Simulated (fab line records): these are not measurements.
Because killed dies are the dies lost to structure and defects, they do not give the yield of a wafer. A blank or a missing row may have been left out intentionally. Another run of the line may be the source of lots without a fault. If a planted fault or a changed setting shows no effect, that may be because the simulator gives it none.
fab line records    flow nandHarc
record: lots: 11  wafers: 33  lastDay: 35
route steps=1302 shown A_ONON_D2@557 A_CHANNEL_HOLE_D2@579 END@1302
lots untouched by any fault: they come from a run of this same line in which no faults occurred
startH: start of the lot's first displayed wafer, in hours after the record's first day    waitH: hours from the lot's prior step to this one    " repeats the value in the row above    L1.1+2: a single row standing in for several wafers    - no value, or no start was given    * or withheld: withheld    < > ~ a bound
route shown NAME@n: NAME is a module with steps in the file, n the number in the route of the first one    usual: mean and standard deviation over wafers with no fault    same: alike in all rows    chamber/n: place in a boat    sites: readings site by site    _std_site: the standard deviation of these    _edge_site: outer sites' mean less inner sites'    radiusMm: how far each site lies from the wafer's centre    mask NAME#n: copy n    behind: the last tool/chamber to shape the wafer    hold: what put the lot on hold/how long, in hours/how the hold closed    device: transistor that didn't switch, given as n, p or np    end of line: tests of these same wafers at the route's end    for a step that has no rows: nothing shown but its recipe    killed: the dies lost at the first sort to structure and to defects; this is not the yield of the wafer    map: a wafer's dies, x killed, . not, _ none there
set.NAME: the run value of the setting; set.NAME@STEP: its run value at that earlier step    model.NAME: the simulator's own value behind a step, which no gauge read
one table for each step of the route and one row for each wafer, over a sample of lots
services: the hour from which a tool's chamber was out of use, counted from the record's first day as startH (under 0 if before that day), plus the number of hours and why
== steps ==
step: NHARC_A_ONON_D2_THK_MEAS_18
recipe: thkMeasGauge: ellipsometry
usual: thkNm: 1000/13
lot.wafer  tool          chamber  startH  waitH  thkNm
L844.2     filmMetro-02  -        286.51  -      993
L844.5     "             -        "       "      994
L844.6     "             -        "       "      994
L848.1     filmMetro-02  -        318.95  -      1003
L848.2     "             -        "       "      1002
L848.3     "             -        "       "      1005
L851.1     filmMetro-01  -        352.43  -      1002
L851.4     "             -        "       "      1003
L851.5     "             -        "       "      1005
L850.1     filmMetro-02  -        352.44  -      987
L850.2     "             -        "       "      990
L850.5     "             -        "       "      989
L854.2     filmMetro-02  -        388.20  -      1001
L854.4     "             -        "       "      1002
L854.6     "             -        "       "      1000
L857.2     filmMetro-01  -        422.94  -      1008
L857.3     "             -        "       "      1010
L857.5     "             -        "       "      1010
L860.2     filmMetro-01  -        443.41  -      980
L860.3     "             -        "       "      978
L860.6     "             -        "       "      979
L862.1     filmMetro-02  -        472.45  -      995
L862.3     "             -        "       "      996
L862.5     "             -        "       "      995
L863.3     filmMetro-01  -        472.45  -      1017
L863.5     "             -        "       "      1017
L863.6     "             -        "       "      1017
L865.3     filmMetro-01  -        502.33  -      995
L865.5     "             -        "       "      995
L865.6     "             -        "       "      997
L866.2     filmMetro-01  -        502.56  -      987
L866.3     "             -        "       "      990
L866.5     "             -        "       "      988
step: NHARC_A_CHANNEL_HOLE_D2_EXPOSE_07
recipe: na: 1.35  targetCdNm: 100  sigmaOuter: 0.3  doseMj: 59.65  maskId: HOLE_D2
usual: exposureDoseMJCm2: 59.65/0.064
lot.wafer  tool            chamber  startH  waitH  mask       exposureDoseMJCm2
L844.2     arfiScanner-01  0        292.05  -      HOLE_D2#0  59.70
L844.5     "               0        "       "      HOLE_D2#0  59.70
L844.6     "               0        "       "      HOLE_D2#0  59.65
L848.1     arfiScanner-02  0        324.34  -      HOLE_D2#0  59.61
L848.2     "               0        "       "      HOLE_D2#0  59.60
L848.3     "               0        "       "      HOLE_D2#0  59.54
L851.1     arfiScanner-01  0        357.85  -      HOLE_D2#0  59.69
L851.4     "               0        "       "      HOLE_D2#0  59.62
L851.5     "               0        "       "      HOLE_D2#0  59.63
L850.1     arfiScanner-02  0        358.16  -      HOLE_D2#0  59.55
L850.2     "               0        "       "      HOLE_D2#0  59.59
L850.5     "               0        "       "      HOLE_D2#0  59.59
L854.2     arfiScanner-02  0        395.14  -      HOLE_D2#0  59.69
L854.4     "               0        "       "      HOLE_D2#0  59.70
L854.6     "               0        "       "      HOLE_D2#0  59.65
L857.2     arfiScanner-03  0        430.23  -      HOLE_D2#0  59.75
L857.3     "               0        "       "      HOLE_D2#0  59.60
L857.5     "               0        "       "      HOLE_D2#0  59.72
L860.2     arfiScanner-03  0        448.66  -      HOLE_D2#0  59.66
L860.3     "               0        "       "      HOLE_D2#0  59.77
L860.6     "               0        "       "      HOLE_D2#0  59.70
L863.3     arfiScanner-02  0        478.44  -      HOLE_D2#0  56.98
L863.5     "               0        "       "      HOLE_D2#0  56.96
L863.6     "               0        "       "      HOLE_D2#0  57.01
L862.1     arfiScanner-02  0        479.89  -      HOLE_D2#0  57.41
L862.3     "               0        "       "      HOLE_D2#0  57.47
L862.5     "               0        "       "      HOLE_D2#0  57.44
L865.3     arfiScanner-01  0        513.97  -      HOLE_D2#0  59.63
L865.5     "               0        "       "      HOLE_D2#0  59.66
L865.6     "               0        "       "      HOLE_D2#0  59.59
L866.2     arfiScanner-03  0        515.89  -      HOLE_D2#0  59.64
L866.3     "               0        "       "      HOLE_D2#0  59.67
L866.5     "               0        "       "      HOLE_D2#0  59.73
step: NHARC_A_CHANNEL_HOLE_D2_CD_MEAS_10
recipe: targetCdNm: 100  landingEnergyEv: 500
usual: cdNm: 99.9/0.53
lot.wafer  tool      chamber  startH  waitH  hold                     cdNm
L844.2     cdSem-03  0        292.20  -      -                        99.5
L844.5     "         0        "       "      -                        99.4
L844.6     "         0        "       "      -                        99.1
L848.1     cdSem-01  0        324.48  -      -                        100.0
L848.2     "         0        "       "      -                        100.3
L848.3     "         0        "       "      -                        100.5
L851.1     cdSem-03  0        357.99  -      -                        100.7
L851.4     "         0        "       "      -                        100.4
L851.5     "         0        "       "      -                        100.1
L850.1     cdSem-02  0        358.31  -      -                        100.1
L850.2     "         0        "       "      -                        99.7
L850.5     "         0        "       "      -                        99.5
L854.2     cdSem-01  0        395.28  -      -                        100.0
L854.4     "         0        "       "      -                        99.3
L854.6     "         0        "       "      -                        99.6
L857.2     cdSem-01  0        430.37  -      -                        99.3
L857.3     "         0        "       "      -                        99.5
L857.5     "         0        "       "      -                        101.4
L860.2     cdSem-02  0        448.80  -      -                        99.7
L860.3     "         0        "       "      -                        99.3
L860.6     "         0        "       "      -                        100.8
L863.3     cdSem-03  0        478.58  -      awaitDispo/0.2h/release  97.5
L863.5     "         0        "       "      awaitDispo/0.2h/release  97.6
L863.6     "         0        "       "      awaitDispo/0.2h/release  98.0
L863.3     cdSem-03  0        -       -      -                        97.8
L863.5     "         0        "       "      -                        98.1
L863.6     "         0        "       "      -                        98.0
L862.1     cdSem-02  0        480.03  -      awaitDispo/0.2h/release  97.8
L862.3     "         0        "       "      awaitDispo/0.2h/release  98.1
L862.5     "         0        "       "      awaitDispo/0.2h/release  97.8
L862.1     cdSem-02  0        -       -      -                        97.6
L862.3     "         0        "       "      -                        98.2
L862.5     "         0        "       "      -                        97.9
L865.3     cdSem-03  0        514.11  -      -                        100.0
L865.5     "         0        "       "      -                        100.5
L865.6     "         0        "       "      -                        100.3
L866.2     cdSem-03  0        516.02  -      -                        99.6
L866.3     "         0        "       "      -                        99.0
L866.5     "         0        "       "      -                        99.1
step: NHARC_A_CHANNEL_HOLE_D2_ETCH_38
recipe: targetDepthA: 390  overEtchFrac: 0.3  timeS: 65  ionEnergyEv: 80  cf4FlowSccm: 150  arFlowSccm: 0  rfW: 300  biasW: 100  chemistry: CF4
usual: cf4FlowSccm: 150.1/0.43  drypumpMotorCurrentA: 5.6/0.43  oesProductAu: 1.003/0.011  rfVppV: 151.8/1.1  showerheadPlenumPTorr: 1.81/0.067  throttleValvePct: 13.284/0.01
same: timeS: 65
lot.wafer  tool        chamber  startH  waitH  cf4FlowSccm  drypumpMotorCurrentA  oesProductAu  rfHoursCounterH  rfVppV  showerheadPlenumPTorr  throttleValvePct
L844.2     rieDiel-10  0        292.48  0.1    150.4        6.4                   0.993         2                152.1   1.83                   13.282
L844.5     "           2        "       "      150.9        5.7                   1.005         -                150.6   1.66                   13.286
L844.6     "           3        "       "      149.6        5.9                   1.008         -                151.7   1.86                   13.286
L848.1     rieDiel-06  0        324.76  0.1    150.1        5.3                   1.010         1                153.3   1.83                   13.285
L848.2     "           1        "       "      150.3        5.5                   0.995         1                151.7   1.85                   13.273
L848.3     "           2        "       "      150.3        5.8                   1.004         1                151.6   1.75                   13.289
L851.1     rieDiel-11  0        358.26  0.1    150.1        5.5                   0.999         4                151.0   1.82                   13.283
L851.4     "           2        "       "      149.8        6.1                   1.015         5                152.2   1.88                   13.283
L851.5     "           1        "       "      150.5        4.7                   0.988         -                151.0   1.75                   13.286
L850.1     rieDiel-10  2        358.58  0.1    149.9        5.7                   1.009         5                149.0   1.66                   13.305
L850.2     "           0        "       "      150.0        6.4                   1.006         6                153.5   1.83                   13.279
L850.5     "           3        "       "      150.9        5.9                   1.005         -                152.9   1.86                   13.270
L854.2     rieDiel-10  2        395.55  0.1    149.6        5.7                   1.003         8                149.9   1.66                   13.285
L854.4     "           1        "       "      150.0        6.0                   1.004         7                150.9   1.72                   13.276
L854.6     "           2        "       "      149.6        5.7                   1.008         -                149.5   1.66                   13.292
L857.3     rieDiel-06  3        430.65  0.1    150.1        5.3                   0.996         4                150.9   1.82                   13.287
L857.2     "           0        "       "      149.9        5.2                   1.015         11               151.7   1.83                   13.296
L857.5     "           3        "       "      150.1        5.3                   0.992         -                151.4   1.82                   13.297
L860.2     rieDiel-10  1        449.08  0.1    149.5        6.0                   1.006         2                150.3   1.72                   13.272
L860.3     "           2        "       "      150.0        5.7                   0.989         1                150.7   1.66                   13.260
L860.6     "           0        "       "      150.1        6.4                   1.011         -                150.6   1.83                   13.266
L863.3     rieDiel-10  3        479.04  0.1    150.9        5.9                   1.009         4                151.4   1.85                   13.282
L863.6     "           2        "       "      149.7        5.7                   1.016         -                149.4   1.66                   13.287
L863.5     "           3        "       "      149.8        5.9                   1.013         -                153.9   1.85                   13.284
L862.3     rieDiel-11  3        483.33  0.1    150.6        5.7                   1.006         1                152.9   1.88                   13.277
L862.1     "           0        "       "      150.0        5.5                   0.976         2                153.0   1.81                   13.301
L862.5     "           3        "       "      149.8        5.6                   0.993         -                152.6   1.88                   13.274
L865.3     rieDiel-06  1        514.38  0.1    150.2        5.5                   0.989         0                153.5   1.84                   13.282
L865.5     "           0        "       "      150.0        5.2                   1.008         -                152.2   1.83                   13.280
L865.6     "           1        "       "      149.9        5.5                   0.984         -                153.5   1.85                   13.270
L866.3     rieDiel-10  0        516.29  0.1    149.0        6.4                   1.028         7                151.7   1.82                   13.285
L866.2     "           2        "       "      149.6        5.7                   1.020         6                150.1   1.66                   13.287
L866.5     "           1        "       "      150.9        6.0                   1.010         -                150.6   1.72                   13.266
step: NHARC_A_CHANNEL_HOLE_D2_ETCH_20
recipe: biasV: 3000  sourceW: withheld  pressureMtorr: 20  timeS: 361.9  arFlowSccm: 375  c4f8FlowSccm: 89.3  o2FlowSccm: 35.7  tempC: -20  targetDepthA: 16000  chemistry: C4F8/O2/Ar
usual: drypumpMotorCurrentA: 5.5/0.49  showerheadPlenumPTorr: 3.65/0.13  throttleValvePct: 32.154/0.0095
same: timeS: 361.9
lot.wafer  tool        chamber  startH  waitH  drypumpMotorCurrentA  rfHoursCounterH  showerheadPlenumPTorr  throttleValvePct
L844.2     harEtch-02  0        293.92  0.1    5.0                   347              3.74                   32.158
L844.6     "           1        "       "      4.9                   -                3.43                   32.140
L844.5     "           0        "       "      5.0                   -                3.74                   32.159
L848.1     harEtch-01  1        327.10  0.1    5.9                   180              3.57                   32.155
L848.2     "           0        "       "      6.0                   180              3.69                   32.157
L848.3     "           0        "       "      6.0                   -                3.69                   32.138
L851.1     harEtch-02  1        359.48  0.1    4.9                   393              3.42                   32.137
L851.4     "           0        "       "      5.0                   -                3.72                   32.152
L851.5     "           0        "       "      5.0                   -                3.72                   32.141
L850.2     harEtch-01  0        359.80  0.1    6.0                   191              3.68                   32.157
L850.1     "           1        "       "      5.9                   191              3.56                   32.154
L850.5     "           1        "       "      5.8                   -                3.56                   32.162
L854.2     harEtch-01  0        404.19  0.1    6.0                   229              3.66                   32.154
L854.4     "           1        "       "      5.8                   -                3.54                   32.163
L854.6     "           1        "       "      5.9                   -                3.54                   32.157
L857.2     harEtch-01  0        434.06  0.1    6.1                   248              3.65                   32.141
L857.3     "           0        "       "      6.0                   -                3.65                   32.140
L857.5     "           0        "       "      6.0                   -                3.65                   32.151
L860.2     harEtch-02  0        450.27  0.1    5.1                   31               3.69                   32.154
L860.3     "           1        "       "      4.9                   -                3.92                   32.156
L860.6     "           0        "       "      5.1                   -                3.69                   32.141
L863.3     harEtch-01  1        480.35  0.2    5.8                   -                3.52                   32.143
L863.6     "           1        "       "      5.8                   -                3.52                   32.142
L863.5     "           0        "       "      6.0                   -                3.64                   32.150
L862.1     harEtch-01  1        484.59  0.1    5.9                   275              3.52                   32.132
L862.3     "           0        "       "      6.1                   -                3.63                   32.141
L862.5     "           1        "       "      5.9                   -                3.52                   32.147
L865.3     harEtch-02  1        515.74  0.2    4.9                   -                3.90                   32.150
L865.6     "           0        "       "      5.0                   -                3.68                   32.174
L865.5     "           1        "       "      4.9                   -                3.90                   32.155
L866.2     harEtch-02  1        519.75  0.1    4.9                   69               3.89                   32.152
L866.3     "           0        "       "      5.0                   -                3.67                   32.154
L866.5     "           1        "       "      4.9                   -                3.89                   32.164
step: NHARC_END_SORT_01
recipe: tempC: 25
usual: killedAtArray: 62/22  killedAtOther: 1.0/1.4  killedAtPeriphery: 4.2/2.8  killedDies: 67/23  killedOpen: 3.1/1.7  killedShort: 2.1/1.5
same: grossDies: 677
lot.wafer  tool       chamber  startH  waitH  killedAtArray  killedAtOther  killedAtPeriphery  killedDies  killedOpen  killedShort
L844.2     prober-02  0        580.89  2.8    47             0              8                  55          3           2
L844.5     prober-02  0        583.27  3.7    45             0              5                  50          3           2
L844.6     prober-02  0        584.06  4.0    56             1              2                  59          5           1
L854.2     prober-02  0        662.44  2.8    77             1              4                  82          4           5
L854.4     prober-02  0        664.05  3.4    72             0              6                  78          4           5
L854.6     prober-02  0        665.66  4.0    58             1              4                  63          2           1
L857.2     prober-02  0        707.24  2.8    77             0              5                  82          4           1
L857.3     prober-02  0        708.04  3.1    65             0              4                  69          1           0
L857.5     prober-02  0        709.65  3.7    65             0              8                  73          2           7
L860.2     prober-02  0        718.45  2.8    43             3              12                 58          4           3
L860.3     prober-02  0        719.24  3.1    46             2              11                 59          2           4
L860.6     prober-02  0        721.60  3.9    45             1              3                  49          5           2
L862.1     prober-01  0        748.60  2.5    119            0              9                  128         3           2
L862.3     prober-01  0        750.19  3.1    85             0              7                  92          0           1
L862.5     prober-01  0        751.77  3.7    94             0              9                  103         2           2
L863.3     prober-02  0        775.51  3.1    68             1              3                  72          3           2
L863.5     prober-02  0        777.08  3.6    58             5              7                  70          4           4
L863.6     prober-02  0        777.87  3.9    66             8              3                  77          5           5
killed by level:class
L844.2 A_CHANNEL_HOLE_D2:chamberFilmFlake=31 A_CONTACT:chamberFilmFlake=6 P_M1:chamberFilmFlake=4 P_ZERO_WELL:chamberFilmFlake=3 A_STAIRCASE:chamberFilmFlake=2 A_SOURCE_PLATE:geometricParticle:short=1 A_BLC:geometricParticle:short=1 A_ONON_D1:geometricParticle:open=1
L844.5 A_CHANNEL_HOLE_D2:chamberFilmFlake=24 A_CONTACT:chamberFilmFlake=10 P_GATE:chamberFilmFlake=3 A_WL_FILL:geometricParticle:open=2 P_M1:chamberFilmFlake=2 A_CHANNEL_HOLE_D1:chamberFilmFlake=2 A_STAIRCASE:chamberFilmFlake=2 A_SGD_CUT:geometricParticle:short=1
L844.6 A_CHANNEL_HOLE_D2:chamberFilmFlake=24 A_CONTACT:chamberFilmFlake=9 A_STAIRCASE:chamberFilmFlake=8 A_DECK1_JOINT:chamberFilmFlake=3 A_WL_FILL:chamberFilmFlake=3 P_GATE:chamberFilmFlake=2 A_CHANNEL_HOLE_D1:chamberFilmFlake=2 A_ONON_D1:geometricParticle:open=1
L854.2 A_CHANNEL_HOLE_D1:chamberFilmFlake=35 A_CHANNEL_HOLE_D2:chamberFilmFlake=21 A_CONTACT:chamberFilmFlake=4 P_M2:chamberFilmFlake=3 A_SLIT:chamberFilmFlake=3 A_CHANNEL_FILL_D1:geometricParticle:short=2 A_M0:geometricParticle:open=2 A_DECK1_JOINT:chamberFilmFlake=2
L854.4 A_CHANNEL_HOLE_D1:chamberFilmFlake=34 A_CHANNEL_HOLE_D2:chamberFilmFlake=22 A_CONTACT:chamberFilmFlake=4 A_DECK1_JOINT:chamberFilmFlake=3 A_ONON_D1:geometricParticle:short=2 A_WL_FILL:geometricParticle:short=2 P_STI:chamberFilmFlake=2 P_M2:chamberFilmFlake=2
L854.6 A_CHANNEL_HOLE_D1:chamberFilmFlake=27 A_CHANNEL_HOLE_D2:chamberFilmFlake=19 A_CONTACT:chamberFilmFlake=7 P_M2:chamberFilmFlake=3 A_DECK1_JOINT:chamberFilmFlake=2 P_STI:geometricParticle:short=1 A_CHANNEL_FILL_D2:geometricParticle:open=1 A_WL_FILL:geometricParticle:open=1
L857.2 A_CHANNEL_HOLE_D1:chamberFilmFlake=31 A_CHANNEL_HOLE_D2:chamberFilmFlake=30 A_CHANNEL_FILL_D1:chamberFilmFlake=3 A_SGD_CUT:chamberFilmFlake=3 A_SLIT:chamberFilmFlake=3 P_GATE:chamberFilmFlake=2 A_CONTACT:chamberFilmFlake=2 P_CONTACT:geometricParticle:open=1
L857.3 A_CHANNEL_HOLE_D2:chamberFilmFlake=26 A_CHANNEL_HOLE_D1:chamberFilmFlake=24 A_SLIT:chamberFilmFlake=5 A_SGD_CUT:chamberFilmFlake=3 P_STI:chamberFilmFlake=2 A_STAIRCASE:chamberFilmFlake=2 A_WL_FILL:chamberFilmFlake=2 A_CHANNEL_HOLE_D2:geometricParticle:open=1
L857.5 A_CHANNEL_HOLE_D1:chamberFilmFlake=27 A_CHANNEL_HOLE_D2:chamberFilmFlake=22 A_SGD_CUT:chamberFilmFlake=4 P_GATE:chamberFilmFlake=3 A_CHANNEL_FILL_D1:geometricParticle:short=2 A_WL_FILL:geometricParticle:short=2 P_STI:chamberFilmFlake=2 A_SLIT:chamberFilmFlake=2
L860.2 A_CHANNEL_HOLE_D1:chamberFilmFlake=22 P_CONTACT:chamberFilmFlake=7 A_CONTACT:chamberFilmFlake=7 A_SLIT:chamberFilmFlake=6 A_STAIRCASE:chamberFilmFlake=3 THIN_TSV:chamberFilmFlake=3 P_CONTACT:geometricParticle:short=2 P_GATE:chamberFilmFlake=2
L860.3 A_CHANNEL_HOLE_D1:chamberFilmFlake=27 A_CONTACT:chamberFilmFlake=8 P_CONTACT:chamberFilmFlake=7 A_STAIRCASE:chamberFilmFlake=3 P_GATE:chamberFilmFlake=2 A_SLIT:chamberFilmFlake=2 THIN_TSV:chamberFilmFlake=2 P_CONTACT:geometricParticle:open=1
L860.6 A_CHANNEL_HOLE_D1:chamberFilmFlake=26 A_CONTACT:chamberFilmFlake=5 A_SLIT:chamberFilmFlake=3 A_BLC:geometricParticle:open=2 P_CONTACT:chamberFilmFlake=2 A_ONON_D1:geometricParticle:open=1 A_CHANNEL_FILL_D1:geometricParticle:short=1 A_DECK1_JOINT:geometricParticle:open=1
L862.1 A_SLIT:chamberFilmFlake=37 A_CHANNEL_HOLE_D1:chamberFilmFlake=30 A_CHANNEL_HOLE_D2:chamberFilmFlake=26 A_STAIRCASE:chamberFilmFlake=10 A_CONTACT:chamberFilmFlake=6 P_STI:chamberFilmFlake=5 A_WL_FILL:chamberFilmFlake=5 P_M2:chamberFilmFlake=2
L862.3 A_CHANNEL_HOLE_D1:chamberFilmFlake=26 A_SLIT:chamberFilmFlake=26 A_CHANNEL_HOLE_D2:chamberFilmFlake=13 A_CONTACT:chamberFilmFlake=10 A_STAIRCASE:chamberFilmFlake=8 P_STI:chamberFilmFlake=4 A_CONTACT:geometricParticle:short=1 P_ZERO_WELL:chamberFilmFlake=1
L862.5 A_CHANNEL_HOLE_D1:chamberFilmFlake=33 A_SLIT:chamberFilmFlake=26 A_CHANNEL_HOLE_D2:chamberFilmFlake=22 A_CONTACT:chamberFilmFlake=5 P_M2:chamberFilmFlake=4 A_STAIRCASE:chamberFilmFlake=4 P_STI:chamberFilmFlake=2 P_STI:geometricParticle:short=1
L863.3 A_CHANNEL_HOLE_D2:chamberFilmFlake=29 A_CHANNEL_HOLE_D1:chamberFilmFlake=18 A_SLIT:chamberFilmFlake=5 A_STAIRCASE:chamberFilmFlake=3 P_ZERO_WELL:chamberFilmFlake=2 A_ZERO_WELL:chamberFilmFlake=2 A_CHANNEL_FILL_D1:chamberFilmFlake=2 A_CHANNEL_FILL_D2:chamberFilmFlake=2
L863.5 A_CHANNEL_HOLE_D2:chamberFilmFlake=27 A_CHANNEL_HOLE_D1:chamberFilmFlake=12 A_SLIT:chamberFilmFlake=6 THIN_TSV:chamberFilmFlake=5 A_ONON_D2:geometricParticle:open=2 P_ZERO_WELL:chamberFilmFlake=2 A_ZERO_WELL:chamberFilmFlake=2 A_CHANNEL_FILL_D2:chamberFilmFlake=2
L863.6 A_CHANNEL_HOLE_D2:chamberFilmFlake=28 A_CHANNEL_HOLE_D1:chamberFilmFlake=15 THIN_TSV:chamberFilmFlake=8 A_ZERO_WELL:chamberFilmFlake=3 A_STAIRCASE:chamberFilmFlake=3 A_SLIT:chamberFilmFlake=3 A_CONTACT:chamberFilmFlake=3 A_SOURCE_PLATE:geometricParticle:open=1
== services ==
tool            chamber  startH  hours  kind
rieDiel-10      3        268.98  4.8    repair
rieDiel-10      1        288.83  10.4   repair
arfiScanner-02  -        300.36  14.6   repair
rieDiel-06      -        307.20  9.0    pm
arfiScanner-01  -        319.24  2.8    repair
arfiScanner-01  -        332.49  0.5    repair
arfiScanner-01  -        338.62  1.2    repair
arfiScanner-02  -        341.38  2.4    repair
rieDiel-06      3        349.34  58.4   repair
rieDiel-10      -        366.71  5.1    repair
arfiScanner-03  -        372.85  0.8    repair
harEtch-02      -        380.54  17.0   pm
arfiScanner-02  -        390.19  0.2    repair
rieDiel-10      2        395.77  8.6    repair
rieDiel-10      3        403.18  6.8    repair
rieDiel-10      -        419.52  9.0    pm
arfiScanner-01  -        424.00  4.0    pm
arfiScanner-02  -        429.06  3.6    repair
rieDiel-10      -        437.99  0.3    repair
arfiScanner-02  -        457.47  2.6    repair
arfiScanner-01  -        473.86  1.2    repair
arfiScanner-02  -        486.95  4.0    pm
rieDiel-10      -        510.61  0.5    repair
rieDiel-10      3        517.12  12.5   repair
== key ==
firstSign: step: NHARC_A_CHANNEL_HOLE_D2_EXPOSE_07  reading: exposureDoseMJCm2  direction: down  sigmas: 38  usual: 59.65  struck: 57.21
effect: step: NHARC_A_CHANNEL_HOLE_D2_CD_MEAS_10  reading: visit  direction: added  through: controlLoop
metAt NHARC_A_CHANNEL_HOLE_D2_EXPOSE_07
struckLots L862,L863
testerLeftOut L862,L863
loopTrim: step: NHARC_A_CHANNEL_HOLE_D2_EXPOSE_07  setting: dose  lots: L862
notActingAt NHARC_A_ONON_D2_THK_MEAS_18,NHARC_A_CHANNEL_HOLE_D2_ETCH_38,NHARC_A_CHANNEL_HOLE_D2_ETCH_20
onsetBetween 395.14 478.44
fault: kind: processParameterDrift  tool: arfiScanner-02  chamber: -  onsetH: 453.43  steps: NHARC_A_CHANNEL_HOLE_D2_EXPOSE_07  channel: doseMj  offset: -2.6854  shape: step  actsIn: theseRecipesOnly  stated: 59.65
testerLeftOut: of these lots the tester's yield and bins aren't shown, on N5 and GAA mostly nor the transistor test; their killed dies are dies lost to structure and defects alone, not to doping, threshold or leakage, so they don't give the yield
loopTrim: a control loop set the setting to another value than it would have without faults
